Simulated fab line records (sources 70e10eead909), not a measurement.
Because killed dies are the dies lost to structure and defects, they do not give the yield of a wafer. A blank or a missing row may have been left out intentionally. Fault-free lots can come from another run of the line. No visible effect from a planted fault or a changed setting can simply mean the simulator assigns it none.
fab line records	flow nand-harc
record: lots: 24	wafers: 72	last-day: 25
route steps=1159 shown A_CHANNEL_FILL_D1@518 A_STAIRCASE@591
lots that met no fault: from a run of the same line without faults
start-h: start of the lot's first displayed wafer, in hours after the record's first day	wait-h: how many hours have passed since the lot's step before this one	" as in the row above	L1.1+2: a row that stands for several wafers	- no value present, or no start provided	* or withheld: withheld	< > ~ a bound
route shown NAME@n: NAME is a module with steps in the file, n the number in the route of the first one	usual: mean/standard deviation taken from wafers without a fault	same: alike in all rows	chamber/n: place in a boat	sites: each site's reading	_std_site: the values' standard deviation	_edge_site: mean of outer sites minus mean of inner sites	radius-mm: how far each site lies from the wafer's centre	mask NAME#n: copy n	behind: the last tool/chamber to shape the wafer	hold: what put the lot on hold/how long, in hours/how the hold closed	device: names the non-switching transistor (n, p or np)	end of line: at the end of the route, the tests of the same wafers	step lacking rows: just its recipe	killed: the dies lost at the first sort to structure and to defects; this is not the yield of the wafer	map: shows each die of a wafer: x if killed, . if not, _ if none is there
set.NAME: the setting the step ran with; set.NAME@STEP: the setting that earlier step ran with	model.NAME: the simulator's own value behind a step, which no gauge read
a sample of lots followed through the steps of the route, with each step as a table and each wafer as a row
services: from which hour (start-h, from the record's first day; less than 0 if before it) a tool's chamber was out of use, for how many hours, and why
== steps ==
step: NHARC_A_CHANNEL_FILL_D1_INSPECT_13
usual: raw-defect-count: 363/150
lot.wafer	tool	chamber	start-h	wait-h	raw-defect-count
L074.1	defect-inspect-01	-	240.20	0.2	210
L074.2	"	-	"	"	277
L074.3	"	-	"	"	422
L075.1	defect-inspect-02	-	242.68	0.2	462
L075.2	"	-	"	"	228
L075.3	"	-	"	"	225
L077.1	defect-inspect-02	-	245.39	0.2	229
L077.3	"	-	"	"	318
L077.6	"	-	"	"	331
L076.1	defect-inspect-02	-	248.16	0.2	231
L076.4	"	-	"	"	164
L076.6	"	-	"	"	133
L079.1	defect-inspect-01	-	248.16	0.2	173
L079.2	"	-	"	"	177
L079.6	"	-	"	"	268
L078.1	defect-inspect-01	-	253.84	0.2	305
L078.3	"	-	"	"	411
L078.6	"	-	"	"	364
L081.2	defect-inspect-02	-	273.98	0.1	423
L081.3	"	-	"	"	650
L081.4	"	-	"	"	224
L083.1	defect-inspect-02	-	282.00	0.2	382
L083.3	"	-	"	"	808
L083.4	"	-	"	"	474
L080.1	defect-inspect-01	-	282.17	0.2	198
L080.3	"	-	"	"	357
L080.4	"	-	"	"	378
L082.1	defect-inspect-02	-	286.27	0.2	465
L082.3	"	-	"	"	348
L082.5	"	-	"	"	326
L084.2	defect-inspect-01	-	290.77	0.1	677
L084.3	"	-	"	"	534
L084.4	"	-	"	"	524
L089.3	defect-inspect-01	-	307.74	0.1	467
L089.5	"	-	"	"	430
L089.6	"	-	"	"	553
L085.1	defect-inspect-01	-	307.91	0.2	273
L085.3	"	-	"	"	556
L085.4	"	-	"	"	351
L087.4	defect-inspect-01	-	311.18	0.1	299
L087.5	"	-	"	"	380
L087.6	"	-	"	"	263
L086.3	defect-inspect-01	-	311.35	0.1	276
L086.4	"	-	"	"	194
L086.6	"	-	"	"	157
L088.1	defect-inspect-01	-	322.26	0.2	284
L088.2	"	-	"	"	259
L088.4	"	-	"	"	462
L091.2	defect-inspect-02	-	335.09	0.1	434
L091.3	"	-	"	"	304
L091.4	"	-	"	"	257
L090.2	defect-inspect-02	-	338.86	0.1	645
L090.5	"	-	"	"	205
L090.6	"	-	"	"	338
L093.2	defect-inspect-01	-	342.50	0.1	457
L093.3	"	-	"	"	281
L093.6	"	-	"	"	492
L094.2	defect-inspect-01	-	345.95	0.1	219
L094.3	"	-	"	"	295
L094.5	"	-	"	"	266
L092.2	defect-inspect-02	-	346.12	0.1	285
L092.5	"	-	"	"	602
L092.6	"	-	"	"	419
L095.1	defect-inspect-01	-	356.15	0.2	540
L095.2	"	-	"	"	413
L095.4	"	-	"	"	227
L096.4	defect-inspect-02	-	356.15	0.1	321
L096.5	"	-	"	"	360
L096.6	"	-	"	"	228
L097.1	defect-inspect-02	-	367.33	0.2	672
L097.2	"	-	"	"	498
L097.5	"	-	"	"	589
step: NHARC_A_STAIRCASE_ETCH_197
recipe: target-depth-a: 1000	time-s: 40.5	ion-energy-ev: 400	c4f8-flow-sccm: 20	o2-flow-sccm: 10	ar-flow-sccm: withheld	rf-w: 600	bias-w: 1000	chemistry: C4F8/O2
usual: oes-product-au: 0.947/0.017	rf-vpp-V: 896/6
same: time-s: 40.5
lot.wafer	tool	chamber	start-h	wait-h	oes-product-au	rf-hours-counter-h	rf-vpp-V
L074.1	rie-diel-02	0	-	-	0.942	36	899
L074.3	"	1	"	"	0.935	36	897
L074.2	"	2	"	"	0.953	34	906
L075.3	rie-diel-05	2	-	-	0.954	23	899
L075.1	"	0	"	"	0.958	30	896
L075.2	"	1	"	"	0.966	29	890
L077.1	rie-diel-05	1	-	-	0.967	30	891
L077.3	"	3	"	"	0.907	25	899
L077.6	"	1	"	"	0.951	-	890
L076.1	rie-diel-02	3	-	-	0.967	37	886
L076.4	"	0	"	"	0.960	39	898
L076.6	"	2	"	"	0.968	-	906
L079.2	rie-diel-13	0	-	-	0.945	54	895
L079.1	"	2	"	"	0.929	58	898
L079.6	"	0	"	"	0.937	-	896
L078.1	rie-diel-02	0	-	-	0.947	41	900
L078.3	"	1	"	"	0.950	41	896
L078.6	"	1	"	"	0.955	-	898
L081.3	rie-diel-02	1	-	-	0.910	48	898
L081.4	"	2	"	"	0.929	47	905
L081.2	"	3	"	"	0.924	46	886
L083.1	rie-diel-02	3	-	-	0.968	49	887
L083.3	"	0	"	"	0.953	52	899
L083.4	"	2	"	"	0.980	49	905
L080.4	rie-diel-13	2	-	-	0.976	2	900
L080.1	"	3	"	"	0.977	2	886
L080.3	"	0	"	"	0.969	2	896
L082.1	rie-diel-02	2	-	-	0.933	51	906
L082.3	"	3	"	"	0.936	51	887
L082.5	"	3	"	"	0.926	-	888
L084.3	rie-diel-02	3	-	-	0.934	53	887
L084.2	"	2	"	"	0.959	53	904
L084.4	"	3	"	"	0.945	-	887
L089.3	rie-diel-13	3	-	-	0.936	10	886
L089.5	"	2	"	"	0.950	-	900
L089.6	"	3	"	"	0.945	-	888
L085.3	rie-diel-02	2	-	-	0.967	59	906
L085.1	"	3	"	"	0.949	59	887
L085.4	"	0	"	"	0.942	59	899
L087.4	rie-diel-05	3	-	-	0.944	50	899
L087.6	"	0	"	"	0.946	-	895
L087.5	"	1	"	"	0.961	-	892
L086.4	rie-diel-13	1	-	-	0.930	14	887
L086.3	"	0	"	"	0.947	14	897
L086.6	"	2	"	"	0.975	-	900
L088.2	rie-diel-05	0	-	-	0.933	62	895
L088.4	"	2	"	"	0.927	48	898
L088.1	"	3	"	"	0.923	53	899
L091.2	rie-diel-02	0	-	-	0.960	3	899
L091.3	"	1	"	"	0.961	3	896
L091.4	"	2	"	"	0.971	-	905
L090.2	rie-diel-13	0	-	-	0.934	26	895
L090.6	"	1	"	"	0.932	-	888
L090.5	"	3	"	"	0.931	-	887
L093.3	rie-diel-05	1	-	-	0.934	2	890
L093.2	"	2	"	"	0.936	2	899
L093.6	"	2	"	"	0.929	-	897
L094.3	rie-diel-02	2	-	-	0.964	10	905
L094.2	"	1	"	"	0.951	10	896
L094.5	"	1	"	"	0.956	-	896
L092.2	rie-diel-02	1	-	-	0.976	11	897
L092.5	"	1	"	"	0.975	-	895
L092.6	"	2	"	"	0.972	-	904
L096.4	rie-diel-05	3	-	-	0.963	7	898
L096.6	"	2	"	"	0.940	-	898
L096.5	"	3	"	"	0.958	-	898
L095.2	rie-diel-02	0	-	-	0.941	15	898
L095.4	"	1	"	"	0.932	15	895
L095.1	"	3	"	"	0.951	4	906
L097.2	rie-diel-13	3	-	-	0.932	38	887
L097.1	"	1	"	"	0.911	38	888
L097.5	"	3	"	"	0.934	-	885
step: NHARC_A_STAIRCASE_ETCH_199
recipe: target-depth-a: 1000	time-s: 40.5	ion-energy-ev: 400	c4f8-flow-sccm: 20	o2-flow-sccm: 10	ar-flow-sccm: withheld	rf-w: 600	bias-w: 1000	chemistry: C4F8/O2
usual: oes-product-au: 0.940/0.013	rf-vpp-V: 896/5.7
same: time-s: 40.5
lot.wafer	tool	chamber	start-h	wait-h	oes-product-au	rf-hours-counter-h	rf-vpp-V
L074.1	rie-diel-02	1	-	-	0.938	36	897
L074.3	"	3	"	"	0.940	33	885
L074.2	"	0	"	"	0.952	36	901
L075.1	rie-diel-05	1	-	-	0.931	29	891
L075.3	"	2	"	"	0.928	23	899
L075.2	"	3	"	"	0.935	25	899
L077.1	rie-diel-05	1	-	-	0.941	30	892
L077.3	"	3	"	"	0.918	26	899
L077.6	"	2	"	"	0.925	-	898
L076.4	rie-diel-02	1	-	-	0.942	39	897
L076.1	"	0	"	"	0.951	39	900
L076.6	"	1	"	"	0.935	-	897
L079.1	rie-diel-13	1	-	-	0.928	53	887
L079.2	"	2	"	"	0.930	58	901
L079.6	"	0	"	"	0.940	-	896
L078.3	rie-diel-02	3	-	-	0.940	39	888
L078.1	"	1	"	"	0.952	41	897
L078.6	"	3	"	"	0.938	-	885
L081.3	rie-diel-02	1	-	-	0.951	48	898
L081.4	"	2	"	"	0.953	47	906
L081.2	"	3	"	"	0.934	46	887
L083.4	rie-diel-02	1	-	-	0.928	50	897
L083.1	"	3	"	"	0.939	49	886
L083.3	"	0	"	"	0.931	52	899
L080.4	rie-diel-13	3	-	-	0.967	2	888
L080.1	"	1	"	"	0.926	2	890
L080.3	"	2	"	"	0.972	2	900
L082.3	rie-diel-02	0	-	-	0.940	54	899
L082.1	"	3	"	"	0.941	52	887
L082.5	"	1	"	"	0.935	-	896
L084.3	rie-diel-02	3	-	-	0.932	53	885
L084.2	"	2	"	"	0.936	53	904
L084.4	"	2	"	"	0.947	-	905
L089.3	rie-diel-13	0	-	-	0.949	11	895
L089.6	"	0	"	"	0.944	-	898
L089.5	"	1	"	"	0.940	-	888
L085.4	rie-diel-02	0	-	-	0.930	59	899
L085.1	"	1	"	"	0.926	61	898
L085.3	"	2	"	"	0.951	59	904
L087.4	rie-diel-05	2	-	-	0.911	46	899
L087.5	"	2	"	"	0.915	-	898
L087.6	"	3	"	"	0.918	-	898
L086.3	rie-diel-13	1	-	-	0.937	14	888
L086.4	"	2	"	"	0.948	12	900
L086.6	"	1	"	"	0.938	-	888
L088.1	rie-diel-05	2	-	-	0.920	49	896
L088.4	"	3	"	"	0.931	53	898
L088.2	"	1	"	"	0.936	59	890
L091.2	rie-diel-02	0	-	-	0.944	3	900
L091.3	"	1	"	"	0.942	3	896
L091.4	"	2	"	"	0.966	-	905
L090.2	rie-diel-13	1	-	-	0.915	26	888
L090.6	"	3	"	"	0.933	-	888
L090.5	"	0	"	"	0.933	-	897
L093.3	rie-diel-05	0	-	-	0.936	2	898
L093.2	"	2	"	"	0.928	2	898
L093.6	"	0	"	"	0.932	-	896
L094.3	rie-diel-02	2	-	-	0.945	10	904
L094.2	"	0	"	"	0.935	10	899
L094.5	"	0	"	"	0.935	-	899
L092.2	rie-diel-02	2	-	-	0.969	11	905
L092.5	"	0	"	"	0.946	-	900
L092.6	"	1	"	"	0.952	-	896
L096.4	rie-diel-05	0	-	-	0.921	8	896
L096.5	"	3	"	"	0.950	-	898
L096.6	"	0	"	"	0.936	-	897
L095.1	rie-diel-02	1	-	-	0.943	15	896
L095.4	"	2	"	"	0.955	14	906
L095.2	"	3	"	"	0.944	4	905
L097.2	rie-diel-13	2	-	-	0.959	32	898
L097.1	"	3	"	"	0.955	38	887
L097.5	"	0	"	"	0.926	-	896
step: NHARC_A_STAIRCASE_ETCH_232
recipe: target-depth-a: 1000	time-s: 40.5	ion-energy-ev: 400	c4f8-flow-sccm: 20	o2-flow-sccm: 10	ar-flow-sccm: withheld	rf-w: 600	bias-w: 1000	chemistry: C4F8/O2
usual: oes-product-au: 0.939/0.013	rf-vpp-V: 895/5.6
same: time-s: 40.5
lot.wafer	tool	chamber	start-h	wait-h	oes-product-au	rf-hours-counter-h	rf-vpp-V
L074.1	rie-diel-05	1	-	-	0.933	30	891
L074.2	"	3	"	"	0.914	25	900
L074.3	"	0	"	"	0.941	31	897
L075.3	rie-diel-02	2	-	-	0.972	38	904
L075.2	"	0	"	"	0.935	39	900
L075.1	"	1	"	"	0.942	38	898
L077.3	rie-diel-13	2	-	-	0.948	59	900
L077.1	"	3	"	"	0.926	57	887
L077.6	"	3	"	"	0.924	-	887
L076.1	rie-diel-02	3	-	-	0.938	38	886
L076.4	"	0	"	"	0.925	40	897
L076.6	"	3	"	"	0.942	-	887
L079.2	rie-diel-13	3	-	-	0.931	58	887
L079.1	"	0	"	"	0.948	56	897
L079.6	"	3	"	"	0.929	-	887
L078.3	rie-diel-13	2	-	-	0.938	63	899
L078.1	"	0	"	"	0.935	58	896
L078.6	"	3	"	"	0.915	-	888
L081.4	rie-diel-13	1	-	-	0.938	1	887
L081.3	"	2	"	"	0.947	1	901
L081.2	"	3	"	"	0.933	1	886
L083.4	rie-diel-02	0	-	-	0.944	53	900
L083.3	"	2	"	"	0.965	51	904
L083.1	"	3	"	"	0.938	51	886
L080.3	rie-diel-13	2	-	-	0.958	4	901
L080.4	"	3	"	"	0.933	4	886
L080.1	"	0	"	"	0.946	4	896
L082.1	rie-diel-13	3	-	-	0.957	5	886
L082.3	"	1	"	"	0.932	4	887
L082.5	"	0	"	"	0.948	-	896
L084.3	rie-diel-02	1	-	-	0.935	55	897
L084.2	"	3	"	"	0.937	54	887
L084.4	"	1	"	"	0.933	-	896
L089.3	rie-diel-05	2	-	-	0.920	46	898
L089.6	"	0	"	"	0.937	-	896
L089.5	"	1	"	"	0.940	-	891
L085.1	rie-diel-02	0	-	-	0.955	61	898
L085.4	"	2	"	"	0.954	62	904
L085.3	"	3	"	"	0.954	61	886
L086.4	rie-diel-05	1	-	-	0.930	57	889
L086.3	"	2	"	"	0.911	48	899
L086.6	"	0	"	"	0.929	-	897
L087.4	rie-diel-02	2	-	-	0.938	63	904
L087.5	"	0	"	"	0.936	-	900
L087.6	"	1	"	"	0.922	-	897
L088.2	rie-diel-05	0	-	-	0.933	64	895
L088.1	"	1	"	"	0.944	61	890
L088.4	"	2	"	"	0.923	51	900
L091.3	rie-diel-02	1	-	-	0.939	6	897
L091.2	"	2	"	"	0.961	6	906
L091.4	"	0	"	"	0.954	-	900
L090.2	rie-diel-05	0	-	-	0.927	4	896
L090.6	"	0	"	"	0.923	-	897
L090.5	"	1	"	"	0.938	-	890
L093.3	rie-diel-13	3	-	-	0.930	31	888
L093.2	"	1	"	"	0.931	31	888
L093.6	"	3	"	"	0.935	-	886
L094.2	rie-diel-05	0	-	-	0.953	5	896
L094.3	"	3	"	"	0.956	5	899
L094.5	"	1	"	"	0.951	-	889
L092.2	rie-diel-05	0	-	-	0.937	6	895
L092.5	"	1	"	"	0.940	-	889
L092.6	"	2	"	"	0.932	-	899
L096.4	rie-diel-05	1	-	-	0.975	8	889
L096.6	"	0	"	"	0.943	-	895
L096.5	"	1	"	"	0.972	-	892
L095.1	rie-diel-05	2	-	-	0.941	9	898
L095.2	"	3	"	"	0.950	10	898
L095.4	"	0	"	"	0.955	10	895
L097.1	rie-diel-13	0	-	-	0.927	42	896
L097.2	"	3	"	"	0.926	43	886
L097.5	"	0	"	"	0.914	-	896
step: NHARC_A_STAIRCASE_TRIM_233
recipe: time-s: 211.2	o2-flow-sccm: 500	ar-flow-sccm: 0	bias-w: 0	chemistry: O2
usual: drypump-motor-current-A: 5.7/0.39	oes-product-au: 0.997/0.01	rf-vpp-V: 57.8/0.95	showerhead-plenum-p-Torr: 3.50/0.15	throttle-valve-pct: 17.036/0.0086
same: time-s: 211.2
lot.wafer	tool	chamber	start-h	wait-h	drypump-motor-current-A	oes-product-au	rf-hours-counter-h	rf-vpp-V	showerhead-plenum-p-Torr	throttle-valve-pct
L074.2	rie-diel-05	0	-	-	6.3	1.006	31	57.2	3.55	17.037
L074.1	"	2	"	"	5.6	0.997	24	57.3	3.61	17.042
L074.3	"	3	"	"	5.4	0.990	25	59.1	3.62	17.030
L075.1	rie-diel-02	2	-	-	5.0	1.004	38	58.5	3.79	17.029
L075.3	"	3	"	"	6.3	1.003	37	57.2	3.28	17.023
L075.2	"	0	"	"	5.6	0.994	39	58.7	3.62	17.032
L077.1	rie-diel-13	3	-	-	6.1	0.985	57	57.5	3.29	17.023
L077.3	"	1	"	"	5.8	0.988	54	57.4	3.31	17.037
L077.6	"	0	"	"	5.6	1.001	-	58.8	3.53	17.026
L076.1	rie-diel-02	0	-	-	5.5	1.000	40	59.5	3.62	17.042
L076.4	"	2	"	"	5.0	1.023	40	60.0	3.79	17.026
L076.6	"	3	"	"	6.4	1.006	-	56.3	3.27	17.032
L079.2	rie-diel-13	3	-	-	6.1	0.990	58	57.4	3.29	17.037
L079.1	"	1	"	"	5.8	0.977	54	57.4	3.31	17.032
L079.6	"	0	"	"	5.6	1.005	-	58.5	3.53	17.015
L078.3	rie-diel-13	0	-	-	5.6	1.003	58	58.0	3.53	17.025
L078.1	"	2	"	"	5.3	0.998	63	59.1	3.64	17.054
L078.6	"	0	"	"	5.6	1.000	-	56.8	3.53	17.039
L081.3	rie-diel-13	0	-	-	5.6	0.995	1	59.4	3.53	17.042
L081.2	"	1	"	"	5.8	0.981	1	55.6	3.30	17.046
L081.4	"	2	"	"	5.3	1.006	1	55.6	3.64	17.037
L083.4	rie-diel-02	3	-	-	6.3	0.996	51	57.7	3.27	17.044
L083.3	"	0	"	"	5.6	1.003	53	57.7	3.61	17.043
L083.1	"	2	"	"	5.0	1.002	51	59.1	3.78	17.029
L080.3	rie-diel-13	3	-	-	6.1	1.000	4	58.6	3.29	17.037
L080.1	"	0	"	"	5.6	0.995	4	56.8	3.53	17.034
L080.4	"	1	"	"	5.8	0.979	4	56.4	3.30	17.039
L082.1	rie-diel-13	2	-	-	5.3	1.015	5	56.9	3.64	17.046
L082.3	"	3	"	"	6.1	0.998	5	56.6	3.29	17.043
L082.5	"	2	"	"	5.3	1.024	-	59.5	3.64	17.037
L084.2	rie-diel-02	1	-	-	6.1	0.985	55	58.8	3.54	17.028
L084.3	"	2	"	"	5.0	1.003	54	57.9	3.78	17.049
L084.4	"	1	"	"	6.1	0.986	-	58.5	3.54	17.033
L089.3	rie-diel-05	3	-	-	5.3	0.998	50	56.9	3.60	17.047
L089.6	"	0	"	"	6.3	1.001	-	57.3	3.53	17.031
L089.5	"	1	"	"	5.6	1.012	-	57.9	3.38	17.032
L085.3	rie-diel-02	0	-	-	5.6	0.999	61	59.8	3.60	17.038
L085.4	"	1	"	"	6.1	0.990	64	58.0	3.54	17.035
L085.1	"	3	"	"	6.3	0.999	61	56.5	3.26	17.049
L086.3	rie-diel-05	3	-	-	5.3	0.992	52	58.0	3.60	17.054
L086.4	"	2	"	"	5.7	0.988	48	56.9	3.60	17.027
L086.6	"	0	"	"	6.3	0.996	-	55.3	3.53	17.026
L087.4	rie-diel-02	0	-	-	5.6	0.986	62	58.8	3.60	17.052
L087.5	"	1	"	"	6.1	0.985	-	57.1	3.54	17.022
L087.6	"	2	"	"	5.0	1.006	-	59.3	3.77	17.031
L088.4	rie-diel-05	2	-	-	5.7	1.002	51	55.9	3.60	17.042
L088.2	"	3	"	"	5.3	0.989	55	57.8	3.60	17.039
L088.1	"	1	"	"	5.6	1.002	61	56.9	3.37	17.043
L091.2	rie-diel-02	0	-	-	5.6	1.004	6	58.3	3.60	17.040
L091.3	"	1	"	"	6.1	1.008	6	59.3	3.53	17.039
L091.4	"	1	"	"	6.1	1.001	-	58.8	3.53	17.029
L090.2	rie-diel-05	2	-	-	5.6	0.998	3	56.9	3.60	17.043
L090.5	"	0	"	"	6.3	0.994	-	58.3	3.52	17.021
L090.6	"	1	"	"	5.6	1.006	-	58.8	3.37	17.033
L093.3	rie-diel-13	2	-	-	5.3	1.004	25	57.6	3.63	17.025
L093.2	"	1	"	"	5.8	0.976	31	57.7	3.29	17.050
L093.6	"	3	"	"	6.1	0.986	-	56.6	3.27	17.018
L094.3	rie-diel-05	0	-	-	6.3	0.984	5	58.7	3.52	17.051
L094.2	"	2	"	"	5.7	0.991	4	57.3	3.59	17.039
L094.5	"	0	"	"	6.3	0.998	-	58.5	3.52	17.021
L092.2	rie-diel-05	1	-	-	5.6	0.988	6	55.8	3.37	17.036
L092.5	"	0	"	"	6.3	0.989	-	58.9	3.52	17.031
L092.6	"	1	"	"	5.6	0.996	-	56.5	3.37	17.041
L096.4	rie-diel-05	2	-	-	5.7	0.992	8	59.1	3.59	17.044
L096.5	"	0	"	"	6.3	0.981	-	57.0	3.52	17.031
L096.6	"	1	"	"	5.6	1.004	-	57.2	3.37	17.048
L095.2	rie-diel-05	2	-	-	5.6	0.994	9	57.7	3.59	17.025
L095.1	"	0	"	"	6.3	0.989	10	58.0	3.52	17.034
L095.4	"	1	"	"	5.6	1.007	9	58.6	3.37	17.024
L097.1	rie-diel-13	0	-	-	5.6	0.995	42	57.0	3.51	17.030
L097.2	"	2	"	"	5.3	1.004	36	58.3	3.62	17.030
L097.5	"	0	"	"	5.6	0.992	-	58.1	3.51	17.050
step: NHARC_A_STAIRCASE_STRIP_254
recipe: power-w: 1500	temp-c: 250	chemistry: O2
usual: drypump-motor-current-A: 5.59/0.29	heater-power-w: 344/32	temp-c: 250.01/0.18
lot.wafer	tool	chamber	start-h	wait-h	drypump-motor-current-A	heater-power-w	rf-hours-counter-h	temp-c
L074.2	plasma-asher-01	1	255.56	-	5.20	365	53	250.04
L074.1	"	0	"	"	5.47	374	53	250.04
L074.3	"	0	"	"	5.46	390	-	250.32
L075.2	plasma-asher-02	0	257.97	-	5.94	302	23	250.43
L075.1	"	1	"	"	5.86	323	23	249.95
L075.3	"	0	"	"	5.94	295	-	250.02
L076.1	plasma-asher-02	0	263.07	-	5.89	303	24	250.00
L076.4	"	1	"	"	5.85	321	-	249.84
L076.6	"	1	"	"	5.87	326	-	249.75
L077.1	plasma-asher-01	0	263.53	-	5.48	380	58	250.02
L077.3	"	1	"	"	5.19	367	-	249.86
L077.6	"	0	"	"	5.50	387	-	250.03
L079.1	plasma-asher-01	1	264.68	-	5.20	371	58	250.02
L079.2	"	0	"	"	5.46	380	58	250.16
L079.6	"	1	"	"	5.19	366	-	249.80
L078.1	plasma-asher-02	0	271.24	-	5.87	291	26	249.80
L078.3	"	1	"	"	5.89	334	-	250.15
L078.6	"	0	"	"	5.84	298	-	249.97
L081.2	plasma-asher-01	0	290.54	-	5.46	371	1	249.98
L081.3	"	1	"	"	5.18	375	-	250.25
L081.4	"	0	"	"	5.44	379	-	250.17
L083.1	plasma-asher-02	1	296.46	-	5.88	330	35	249.95
L083.4	"	1	"	"	5.89	330	-	249.78
L083.3	"	0	"	"	5.90	293	-	250.09
L080.1	plasma-asher-02	0	299.39	-	5.86	287	37	250.06
L080.4	"	1	"	"	5.87	324	-	249.93
L080.3	"	0	"	"	5.90	290	-	250.20
L082.1	plasma-asher-01	1	302.02	-	5.20	374	5	249.77
L082.3	"	1	"	"	5.19	366	-	249.94
L082.5	"	1	"	"	5.19	376	-	249.77
L084.2	plasma-asher-02	1	305.83	-	5.88	328	40	249.72
L084.4	"	0	"	"	5.85	298	-	250.15
L084.3	"	1	"	"	5.88	325	-	249.84
L089.3	plasma-asher-02	1	324.90	-	5.86	325	-	249.86
L089.5	"	0	"	"	5.90	298	-	250.06
L089.6	"	1	"	"	5.85	320	-	249.75
L085.1	plasma-asher-02	1	325.80	-	5.86	333	46	250.22
L085.3	"	0	"	"	5.88	297	-	250.10
L085.4	"	1	"	"	5.86	331	-	250.18
L086.4	plasma-asher-01	1	327.85	-	5.20	378	-	249.83
L086.3	"	0	"	"	5.45	371	-	250.29
L086.6	"	1	"	"	5.19	367	-	250.09
L087.4	plasma-asher-01	1	328.19	-	5.21	375	-	249.92
L087.6	"	0	"	"	5.44	363	-	250.05
L087.5	"	1	"	"	5.19	371	-	249.81
L088.1	plasma-asher-01	0	337.79	-	5.48	360	16	250.01
L088.2	"	1	"	"	5.21	370	16	249.91
L088.4	"	1	"	"	5.19	368	-	250.31
L091.2	plasma-asher-02	0	351.71	-	5.93	304	53	250.14
L091.3	"	0	"	"	5.93	307	-	249.94
L091.4	"	1	"	"	5.90	326	-	249.87
L090.2	plasma-asher-01	0	359.83	-	5.47	378	19	249.98
L090.5	"	0	"	"	5.49	374	-	249.96
L090.6	"	1	"	"	5.20	367	-	249.63
L093.2	plasma-asher-01	0	361.68	-	5.46	371	21	250.20
L093.3	"	1	"	"	5.17	377	-	249.99
L093.6	"	0	"	"	5.47	381	-	249.95
L094.2	plasma-asher-01	0	363.23	-	5.50	373	22	250.33
L094.3	"	1	"	"	5.21	377	-	250.33
L094.5	"	1	"	"	5.21	370	-	250.22
L092.2	plasma-asher-01	1	365.98	-	5.19	373	25	249.74
L092.6	"	1	"	"	5.20	373	-	249.79
L092.5	"	0	"	"	5.44	377	-	250.42
L096.4	plasma-asher-02	0	372.49	-	5.93	297	-	249.91
L096.5	"	1	"	"	5.90	317	-	249.82
L096.6	"	0	"	"	5.94	308	-	250.05
L095.1	plasma-asher-02	1	374.85	-	5.87	325	4	249.92
L095.2	"	0	"	"	5.90	298	4	250.10
L095.4	"	1	"	"	5.87	322	-	250.19
L097.1	plasma-asher-01	0	387.80	-	5.48	380	36	250.12
L097.2	"	1	"	"	5.24	364	36	250.28
L097.5	"	1	"	"	5.20	375	-	250.11
== services ==
tool	chamber	start-h	hours	kind
rie-diel-02	0	233.58	-	clean
rie-diel-02	1	233.58	-	clean
rie-diel-02	2	233.58	-	clean
rie-diel-02	3	233.58	-	clean
rie-diel-05	3	249.08	2.5	repair
rie-diel-02	0	258.08	-	clean
rie-diel-02	1	258.08	-	clean
rie-diel-02	2	258.08	-	clean
rie-diel-02	3	258.08	-	clean
plasma-asher-02	-	265.54	3.1	repair
plasma-asher-01	-	276.14	9.0	pm
rie-diel-13	-	276.17	9.0	pm
rie-diel-02	0	282.59	-	clean
rie-diel-02	1	282.59	-	clean
rie-diel-02	2	282.59	-	clean
rie-diel-02	3	282.59	-	clean
rie-diel-02	0	297.39	8.6	repair
rie-diel-13	3	306.33	3.1	repair
rie-diel-02	-	327.74	9.0	pm
rie-diel-05	-	340.66	9.0	pm
rie-diel-02	3	340.85	15.6	repair
plasma-asher-01	-	349.15	7.4	repair
plasma-asher-02	-	360.03	9.0	pm
rie-diel-02	3	376.00	1.2	repair
== key ==
fault none
